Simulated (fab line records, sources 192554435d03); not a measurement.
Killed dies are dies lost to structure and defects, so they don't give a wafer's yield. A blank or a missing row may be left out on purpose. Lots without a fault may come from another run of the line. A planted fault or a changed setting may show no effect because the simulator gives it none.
fab line records | flow n5_finfet
record lots=6 wafers=16 last_day=18
route steps=1938 shown BEOL_M0_SAQP@644 BEOL_M4@1111 PASSIVATION@1936
lots that met no fault: from a run of the same line without faults
start_h: hours from the record's first day to the start of the lot's first wafer shown | wait_h: hours since the lot's step before | " the same as in the row above | L1.1+2: a row that stands for several wafers | - no value, or no start given | * or withheld: withheld | < > ~ a bound
route shown NAME@n: a module of which the file shows steps, and the number in the route of the first | usual: mean/standard deviation of fault-free wafers | same: alike in all rows | chamber/n: place in a boat | sites: the reading at each site | _std_site: their standard deviation | _edge_site: outer sites' mean less inner sites' | radius_mm: how far each site lies from the wafer's centre | mask NAME#n: copy n | behind: the tool/chamber that last shaped the wafer | hold: why the lot was held/for how many hours/how that ended | device: the transistor (n, p or np) that didn't switch | end of line: the same wafers' tests at the end of the route | a step without rows: its recipe alone | killed: dies lost to structure and defects at the first sort, not the wafer's yield | map: a wafer's dies, x killed, . not, _ none there
set.NAME: the setting as run; set.NAME@STEP: as run at that earlier step | model.NAME: the simulator's own value behind a step, which no gauge read
lots at some steps of the route; a table a step, a row a wafer
services: from which hour (start_h, from the record's first day; less than 0 if before it) a tool's chamber was out of use, for how many hours, and why
## steps
# step N5_BEOL_M0_SAQP_EBR_10
# recipe solvent=PGMEA ebr_width_mm=1.5
# step N5_BEOL_M0_SAQP_SOFTBAKE_09
# recipe temp_c=110 time_s=60 resist=CAR-ArF
# step N5_BEOL_M0_SAQP_EXPOSE_11
# recipe mask_id=M0_CORE na=1.35 source_shape=dipole sigma_inner=0.538 sigma_outer=0.738 polarization=te target_cd_nm=42 dose_mj=55
# step N5_BEOL_M0_SAQP_PEB_12
# recipe peb_temp_c=withheld peb_time_s=60 resist=CAR-ArF
# step N5_BEOL_M0_SAQP_DEVELOP_13
# recipe develop_time_s=30 developer=TMAH resist=CAR-ArF dev_temp_c=23 rinse_liquid=diw dry=air_spin
# step N5_BEOL_M0_SAQP_CD_MEAS_14
# recipe target_cd_nm=42.5 landing_energy_ev=500 detector=se_inlens
# usual cd_nm=42.5/0.42
# columns lot.wafer tool chamber start_h wait_h cd_nm
L465.1 cd_sem-02 0 108.44 - 42.8
L465.2 " 0 " " 42.3
L465.6 " 0 " " 42.5
L472.1 cd_sem-03 0 154.50 - 43.0
L472.3 " 0 " " 42.9
L472.5 " 0 " " 42.2
L482.2 cd_sem-01 0 208.12 - 42.8
L482.4 " 0 " " 42.7
L483.2 cd_sem-03 0 214.82 - 41.7
L483.3 " 0 " " 42.4
L486.2 cd_sem-02 0 240.87 - 42.7
L486.4 " 0 " " 43.0
L486.6 " 0 " " 42.7
L488.1 cd_sem-03 0 247.86 - 42.1
L488.4 " 0 " " 42.2
L488.6 " 0 " " 42.1
# step N5_BEOL_M0_SAQP_OVL_MEAS_15
# recipe points_per_wafer=44
# usual M0_CORE_OVL=0.0/0.66
# columns lot.wafer tool chamber start_h wait_h M0_CORE_OVL[nm]
L465.1 overlay-01 0 108.47 0.0 0.1
L465.2 " 0 " " 0.7
L465.6 " 0 " " 0.2
L472.1 overlay-02 0 154.53 0.0 -0.2
L472.3 " 0 " " 1.0
L472.5 " 0 " " 1.3
L482.2 overlay-02 0 208.15 0.0 -1.1
L482.4 " 0 " " -0.1
L483.2 overlay-02 0 214.85 0.0 -0.4
L483.3 " 0 " " -0.3
L486.2 overlay-01 0 240.90 0.0 0.4
L486.4 " 0 " " 0.4
L486.6 " 0 " " 0.0
L488.1 overlay-01 0 247.89 0.0 -0.3
L488.4 " 0 " " 0.2
L488.6 " 0 " " -0.1
# step N5_BEOL_M0_SAQP_INSPECT_16
# recipe mode=adi inspect_instrument=brightfield
# usual raw_defect_count=499/130
# columns lot.wafer tool chamber start_h wait_h raw_defect_count
L465.1 defect_inspect-02 - 108.49 0.0 467
L465.2 " - " " 438
L465.6 " - " " 447
L472.1 defect_inspect-01 - 154.56 0.0 661
L472.3 " - " " 696
L472.5 " - " " 617
L482.2 defect_inspect-01 - 208.17 0.0 425
L482.4 " - " " 396
L483.2 defect_inspect-01 - 214.88 0.0 496
L483.3 " - " " 356
L486.2 defect_inspect-02 - 240.93 0.0 517
L486.4 " - " " 332
L486.6 " - " " 475
L488.1 defect_inspect-01 - 247.91 0.0 491
L488.4 " - " " 316
L488.6 " - " " 474
# step N5_BEOL_M0_SAQP_DESCUM_19
# recipe chemistry=O2 time_s=7.9 source_power_w=50 bias_power_w=20 pressure_mtorr=20 rf_frequency_hz=2.712e+07 temp_c=40 resist=CAR-ArF o2_flow_sccm=225
# usual drypump_motor_current_A=5.6/0.38 oes_product_au=0.77/0.092 rf_fwd_power_W=49.40/0.23 rf_vpp_V=243.5/1.2 showerhead_plenum_p_Torr=2.10/0.052 throttle_valve_pct=20.4/0.31
# columns lot.wafer tool chamber start_h wait_h drypump_motor_current_A oes_product_au rf_fwd_power_W rf_hours_counter_h rf_vpp_V showerhead_plenum_p_Torr throttle_valve_pct
L465.1 rie_diel-03 1 108.58 0.1 4.9 0.68 49.89 245 241.5 2.05 20.7
L465.2 " 0 " " 5.6 0.65 49.36 243 241.7 2.05 20.4
L465.6 " 3 " " 6.0 0.82 49.49 - 243.2 2.10 20.5
L472.1 rie_diel-04 0 154.59 0.0 6.1 0.71 48.94 209 244.2 2.16 20.6
L472.3 " 3 " " 5.2 0.69 49.26 193 243.2 2.17 20.6
L472.5 " 2 " " 5.6 0.83 49.55 - 244.5 2.19 20.2
L482.2 rie_diel-04 3 208.21 0.0 5.2 0.68 49.49 207 243.6 2.16 20.6
L482.4 " 1 " " 5.8 0.68 49.33 215 242.7 2.10 21.1
L483.2 rie_diel-04 1 214.91 0.0 5.8 0.68 49.28 217 242.8 2.10 21.1
L483.3 " 2 " " 5.6 0.81 49.23 91 245.1 2.18 20.2
L486.2 rie_diel-03 1 240.96 0.0 4.9 0.89 49.56 31 243.0 2.04 20.5
L486.4 " 0 " " 5.5 0.90 49.89 25 242.5 2.03 20.0
L486.6 " 2 " " 5.6 0.83 49.28 - 245.1 2.09 20.1
L488.1 rie_diel-02 1 247.95 0.0 6.5 0.69 49.65 216 241.8 2.06 20.4
L488.4 " 0 " " 5.5 0.78 49.52 120 243.1 2.02 20.4
L488.6 " 2 " " 5.4 0.71 49.20 - 244.2 2.15 20.2
# step N5_BEOL_M0_SAQP_ETCH_83
# recipe chemistry=CF4 target=SiARC target_depth_a=390 mask_material=CAR-ArF time_s=65 ion_energy_ev=80 pressure_mtorr=40 source_w=545 bias_w=36 Ar_flow_sccm=100 cf4_flow_sccm=100 ends=cleared
# usual bias_w=36.00/0.11 drypump_motor_current_A=5.6/0.38 etch_rf_on_time_s=65.7/1.9 oes_product_au=0.66/0.078 rf_fwd_power_W=538.9/2.2 rf_vpp_V=184.2/1.1 showerhead_plenum_p_Torr=2.17/0.059 throttle_valve_pct=15.69/0.25
# columns lot.wafer tool chamber start_h wait_h bias_w drypump_motor_current_A etch_rf_on_time_s oes_product_au rf_fwd_power_W rf_hours_counter_h rf_vpp_V showerhead_plenum_p_Torr throttle_valve_pct
L465.1 rie_diel-03 1 108.62 0.0 36.05 4.9 66.2 0.57 536.5 245 183.8 2.12 16.08
L465.2 " 0 " " 36.12 5.6 67.1 0.56 540.1 243 182.6 2.09 15.61
L465.6 " 3 " " 35.97 6.0 65.9 0.68 540.6 - 184.4 2.17 15.75
L472.1 rie_diel-04 0 154.63 0.0 36.03 6.0 69.7 0.59 536.5 209 184.9 2.22 15.91
L472.3 " 3 " " 35.90 5.2 65.5 0.61 539.9 193 184.8 2.23 15.79
L472.5 " 2 " " 36.06 5.6 63.0 0.72 537.2 - 184.6 2.26 15.51
L482.2 rie_diel-04 3 208.24 0.0 36.08 5.2 63.7 0.60 537.7 207 186.0 2.23 15.80
L482.4 " 1 " " 35.96 5.8 67.8 0.58 542.6 215 183.3 2.13 16.03
L483.2 rie_diel-04 1 214.95 0.0 35.95 5.8 67.2 0.58 538.0 217 183.9 2.13 16.03
L483.3 " 2 " " 35.91 5.6 62.2 0.71 539.7 91 185.3 2.26 15.55
L486.2 rie_diel-03 1 241.00 0.0 36.08 4.9 64.5 0.76 541.6 31 183.2 2.11 15.67
L486.4 " 0 " " 36.07 5.6 63.2 0.78 540.8 25 182.9 2.08 15.12
L486.6 " 2 " " 35.94 5.6 66.2 0.69 540.3 - 184.6 2.18 15.53
L488.1 rie_diel-02 1 247.98 0.0 35.94 6.5 64.9 0.61 540.4 216 185.0 2.12 15.69
L488.4 " 0 " " 35.85 5.5 66.6 0.67 539.2 120 183.7 2.06 15.43
L488.6 " 2 " " 35.92 5.4 67.4 0.61 543.0 - 186.6 2.22 15.49
# step N5_BEOL_M0_SAQP_ETCH_84
# recipe chemistry=N2/H2 target=SOC target_depth_a=1000 overetch_a=200 mask_material=SiARC temp_c=40 time_s=150 ion_energy_ev=200 pressure_mtorr=30 source_w=840 bias_w=150 n2_flow_sccm=200 h2_flow_sccm=200
# usual bias_w=150.1/0.44 drypump_motor_current_A=5.6/0.38 n2_flow_sccm=199.9/0.53 oes_product_au=0.69/0.076 rf_fwd_power_W=836.5/2.7 rf_vpp_V=524.5/2 showerhead_plenum_p_Torr=2.57/0.067 throttle_valve_pct=17.9/0.32
# columns lot.wafer tool chamber start_h wait_h bias_w drypump_motor_current_A n2_flow_sccm oes_product_au rf_fwd_power_W rf_hours_counter_h rf_vpp_V showerhead_plenum_p_Torr throttle_valve_pct
L465.1 rie_diel-03 1 108.67 0.0 150.0 4.9 199.4 0.61 837.4 245 522.6 2.51 18.2
L465.2 " 0 " " 150.6 5.6 200.9 0.60 833.5 243 523.0 2.50 17.9
L465.6 " 3 " " 150.3 6.0 199.8 0.72 840.2 - 524.3 2.56 17.9
L472.1 rie_diel-04 0 154.68 0.0 149.2 6.0 200.5 0.65 830.7 209 524.5 2.64 18.2
L472.3 " 3 " " 150.0 5.2 199.2 0.64 836.8 193 527.5 2.65 18.0
L472.5 " 2 " " 150.0 5.6 199.7 0.74 836.2 - 527.6 2.68 17.7
L482.2 rie_diel-04 3 208.29 0.0 149.4 5.2 199.5 0.63 836.1 207 525.3 2.64 18.1
L482.4 " 1 " " 150.2 5.8 200.2 0.62 834.7 215 523.8 2.54 18.5
L483.2 rie_diel-04 1 215.00 0.0 150.4 5.8 200.3 0.62 835.8 217 522.8 2.54 18.5
L483.3 " 2 " " 150.1 5.6 200.1 0.73 838.1 91 528.5 2.68 17.7
L486.2 rie_diel-03 1 241.05 0.0 149.3 4.9 199.8 0.79 835.1 31 522.0 2.49 17.9
L486.4 " 0 " " 150.1 5.6 200.1 0.81 842.8 25 522.5 2.49 17.4
L486.6 " 2 " " 149.7 5.6 199.2 0.74 838.2 - 525.3 2.54 17.4
L488.1 rie_diel-02 1 248.03 0.0 150.5 6.5 200.0 0.63 839.2 216 522.7 2.51 17.9
L488.4 " 0 " " 149.7 5.5 200.4 0.71 831.7 120 520.4 2.46 17.9
L488.6 " 2 " " 150.3 5.4 199.7 0.66 839.2 - 527.3 2.62 17.6
# step N5_BEOL_M0_SAQP_STRIP_80
# recipe chemistry=N2/H2 temp_c=40 n2_flow_sccm=200 h2_flow_sccm=200 rf_frequency_hz=6e+07
# step N5_BEOL_M0_SAQP_HM_OPEN_112
# recipe chemistry=CHF3/O2 target=SiO2 stop_on=a-Si target_depth_a=120 over_etch_frac=1.25 mask_material=SOC time_s=13.5 pressure_mtorr=30 source_w=650 bias_w=170 Ar_flow_sccm=200 CHF3_flow_sccm=50 O2_flow_sccm=5 ion_energy_ev=200 ends=end_point
# usual bias_w=170.0/0.57 drypump_motor_current_A=5.6/0.38 oes_product_au=0.51/0.055 rf_fwd_power_W=644.8/2.3 rf_vpp_V=522/13 showerhead_plenum_p_Torr=2.44/0.07 throttle_valve_pct=18.94/0.22
# columns lot.wafer tool chamber start_h wait_h bias_w drypump_motor_current_A oes_product_au rf_fwd_power_W rf_hours_counter_h rf_vpp_V showerhead_plenum_p_Torr throttle_valve_pct model.SiARC_of_BEOL_M0_SAQP_COAT_82.thk_nm
L465.1 rie_diel-03 1 108.77 0.0 169.9 4.9 0.45 644.4 245 523 2.38 19.20 5.2
L465.2 " 0 " " 170.3 5.6 0.44 646.6 243 538 2.37 18.88 4.8
L465.6 " 3 " " 170.0 6.0 0.54 645.3 - 503 2.43 18.92 5.8
L472.1 rie_diel-04 0 154.78 0.0 169.6 6.0 0.47 643.0 209 507 2.48 19.02 7.2
L472.3 " 3 " " 169.1 5.2 0.46 644.6 193 519 2.53 19.11 5.2
L472.5 " 2 " " 168.8 5.6 0.54 649.0 - 525 2.57 18.89 4.4
L482.2 rie_diel-04 3 208.40 0.0 169.9 5.2 0.46 641.7 207 519 2.52 19.13 9.4
L482.4 " 1 " " 170.6 5.8 0.45 642.7 215 523 2.40 19.31 5.8
L483.2 rie_diel-04 1 215.10 0.0 170.0 5.8 0.45 641.6 217 523 2.40 19.30 10
L483.3 " 2 " " 169.6 5.6 0.52 644.1 91 522 2.56 18.92 8.6
L486.2 rie_diel-03 1 241.15 0.0 170.3 4.9 0.58 643.9 31 523 2.36 18.91 4.8
L486.4 " 0 " " 170.3 5.6 0.59 644.9 25 537 2.36 18.47 3.6
L486.6 " 2 " " 170.3 5.6 0.54 643.7 - 529 2.45 18.76 5
L488.1 rie_diel-02 1 248.14 0.0 170.3 6.5 0.47 644.8 216 527 2.39 18.90 5.2
L488.4 " 0 " " 170.6 5.5 0.53 647.3 120 548 2.32 18.69 4.6
L488.6 " 2 " " 170.4 5.4 0.48 648.4 - 533 2.50 18.70 5.6
# step N5_BEOL_M0_SAQP_STRIP_113
# recipe chemistry=CHF3/O2 resist=SiARC rf_frequency_hz=6e+07
# step N5_BEOL_M4_RC_MEAS_101
# usual DIBL_N=36.7/2.6 DIBL_P=36.9/2.8 IOFF_N=0.17/0.043 IOFF_P=0.22/0.05 ION_N=678/15 ION_P=465/9.2 SS_N=71.6/0.79 SS_P=73.5/0.82 VT_N=250/3.9 VT_P=-250/3.7
# columns lot.wafer tool chamber start_h wait_h DIBL_N[mV/V] DIBL_P[mV/V] IOFF_N[nA/um] IOFF_P[nA/um] ION_N[uA/um] ION_P[uA/um] SS_N[mV/dec] SS_P[mV/dec] VT_N[mV] VT_P[mV]
L465.1 prober-01 0 176.67 0.0 41.2 43.8 0.30 0.33 697 474 72.9 75.2 241 -247
L465.2 " 0 " " 39.7 41.6 0.23 0.27 689 470 72.9 74.0 248 -249
L465.6 " 0 " " 33.8 35.1 0.12 0.17 665 462 71.1 72.7 254 -253
L472.1 prober-01 0 206.49 0.0 32.7 32.4 0.10 0.15 657 463 70.2 72.2 260 -257
L472.3 " 0 " " 38.8 39.0 0.20 0.22 702 478 72.0 74.6 248 -251
L472.5 " 0 " " 33.1 32.5 0.11 0.14 665 462 70.2 71.9 255 -254
L482.2 prober-01 0 272.87 0.2 38.8 36.7 0.17 0.20 674 453 72.2 73.7 249 -250
L482.4 " 0 " " 38.7 37.6 0.19 0.22 670 459 72.5 73.7 248 -249
L483.2 prober-01 0 292.25 0.2 37.1 37.0 0.18 0.23 687 460 72.3 73.4 249 -247
L483.3 " 0 " " 33.1 33.7 0.13 0.19 685 474 70.9 72.8 247 -250
L488.1 prober-02 0 309.58 0.0 40.2 41.8 0.21 0.26 690 467 72.0 73.5 248 -249
L488.4 " 0 " " 38.7 40.5 0.17 0.25 680 474 72.8 73.3 253 -251
L488.6 " 0 " " 37.8 39.3 0.15 0.24 662 467 71.0 74.0 254 -251
L486.2 prober-01 0 334.92 0.2 41.5 42.3 0.24 0.30 696 474 72.3 74.3 246 -249
L486.4 " 0 " " 40.9 41.8 0.23 0.28 697 476 72.4 73.9 245 -248
L486.6 " 0 " " 39.1 39.8 0.19 0.25 696 472 72.0 74.7 247 -248
# step N5_PASSIVATION_PROBE_49
# usual defect_limited_yield=91.0/1.4 killed_at_M0_to_M3=36/9.6 killed_at_M4_up=14/6.1 killed_at_contacts=13/6.6 killed_at_front_end=40/11 killed_at_other=3.2/2.9 killed_dies=106/17 killed_open=71/12 killed_short=33/7.3 sort_bin_4_leakage=0.02/0.11 sort_bin_5_function=5.3/1 sort_bin_6_memory=3.4/0.68 sort_n_pass=1073/19 sort_yield_pct=91.0/1.6
# same gross_dies=1180 killed_at_back_side=0 sort_bin_8_speed[%]=0
# columns lot.wafer tool chamber start_h wait_h defect_limited_yield[%] killed_at_M0_to_M3 killed_at_M4_up killed_at_contacts killed_at_front_end killed_at_other killed_dies killed_open killed_short sort_bin_4_leakage[%] sort_bin_5_function[%] sort_bin_6_memory[%] sort_n_pass sort_yield_pct[%]
L465.1 prober-02 - 287.87 0.0 89.4 47 15 18 45 0 125 92 31 1.02 5.3 4.9 1043 88.4
L465.2 prober-02 - 287.92 0.1 91.8 33 16 11 37 0 97 62 33 0 4.8 3.2 1083 91.8
L465.6 prober-02 - 288.12 0.3 91.6 45 13 17 24 0 99 60 39 0 4.9 3.2 1081 91.6
L483.2 prober-02 - 391.47 0.1 92.9 32 8 14 26 4 84 63 20 0 4.2 2.7 1096 92.9
L483.3 prober-02 - 391.52 0.1 91.0 40 15 10 40 1 106 73 32 0 4.7 3.6 1074 91.0
# killed by level:class
L465.1 MOL_CONTACT_COAG:geometric_particle:open=16 FIN_SAQP:geometric_particle:open=12 BEOL_M3:geometric_particle:open=10 STI_FIN_REVEAL:geometric_particle:open=9 BEOL_M0_SAQP:geometric_particle:short=9 BEOL_M0_SAQP:geometric_particle:open=7 BEOL_M2:geometric_particle:open=6 BEOL_M4:geometric_particle:open=6
L465.2 BEOL_M3:geometric_particle:open=13 STI_FIN_REVEAL:geometric_particle:open=10 MOL_CONTACT_COAG:geometric_particle:open=9 BEOL_M4:geometric_particle:short=6 STARTING-WAFER:geometric_particle:short=5 BEOL_M3:geometric_particle:short=5 FIN_SAQP:geometric_particle:open=4 STI_FIN_REVEAL:geometric_particle:short=4
L465.6 MOL_CONTACT_COAG:geometric_particle:open=14 BEOL_M0_SAQP:geometric_particle:short=14 BEOL_M0_SAQP:geometric_particle:open=13 BEOL_M3:geometric_particle:open=11 BEOL_M4:geometric_particle:open=7 FIN_SAQP:geometric_particle:short=6 FIN_SAQP:geometric_particle:open=5 BEOL_M3:geometric_particle:short=4
L483.2 MOL_CONTACT_COAG:geometric_particle:open=14 STI_FIN_REVEAL:geometric_particle:open=7 BEOL_M3:geometric_particle:open=7 BEOL_M1:geometric_particle:open=7 FIN_SAQP:geometric_particle:short=5 BEOL_M2:geometric_particle:open=5 DUMMY_GATE:geometric_particle:open=4 BEOL_M0_SAQP:geometric_particle:open=3
L483.3 MOL_CONTACT_COAG:geometric_particle:open=9 BEOL_M3:geometric_particle:open=9 FIN_SAQP:geometric_particle:short=7 BEOL_M0_SAQP:geometric_particle:short=7 BEOL_M2:geometric_particle:open=7 FIN_SAQP:geometric_particle:open=6 BEOL_M4:geometric_particle:open=6 BEOL_M0:geometric_particle:open=6
## services
# columns tool chamber start_h hours kind
rie_diel-04 3 100.75 14.7 repair
rie_diel-03 2 103.34 6.7 repair
rie_diel-04 0 119.99 13.8 repair
rie_diel-02 - 124.83 14.6 pm
rie_diel-03 1 126.17 - clean
rie_diel-03 1 126.17 - consumable_replace:focus_ring
rie_diel-03 1 126.17 11.5 scheduled_down
rie_diel-03 1 126.17 11.5 vent_cycle
rie_diel-03 0 137.79 - clean
rie_diel-03 0 137.79 - consumable_replace:focus_ring
rie_diel-03 0 137.79 18.6 scheduled_down
rie_diel-03 0 137.79 18.6 vent_cycle
rie_diel-04 3 200.03 2.9 repair
rie_diel-03 2 218.45 2.0 repair
## key
first_sign none at tools or gauges
model_effect step=N5_BEOL_M0_SAQP_HM_OPEN_112 value=SiARC_of_BEOL_M0_SAQP_COAT_82.thk_nm without=4.933 struck=9.333
met_at N5_BEOL_M0_SAQP_HM_OPEN_112
struck_wafers L482.2,L483.2,L483.3
onset_between 154.78 208.40
fault kind=process_parameter_drift tool=rie_diel-04 chamber=- onset_h=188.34 steps=N5_BEOL_M0_SAQP_HM_OPEN_112 channel=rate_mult offset=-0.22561 shape=step end_h=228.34 scope=struck_wafers_only
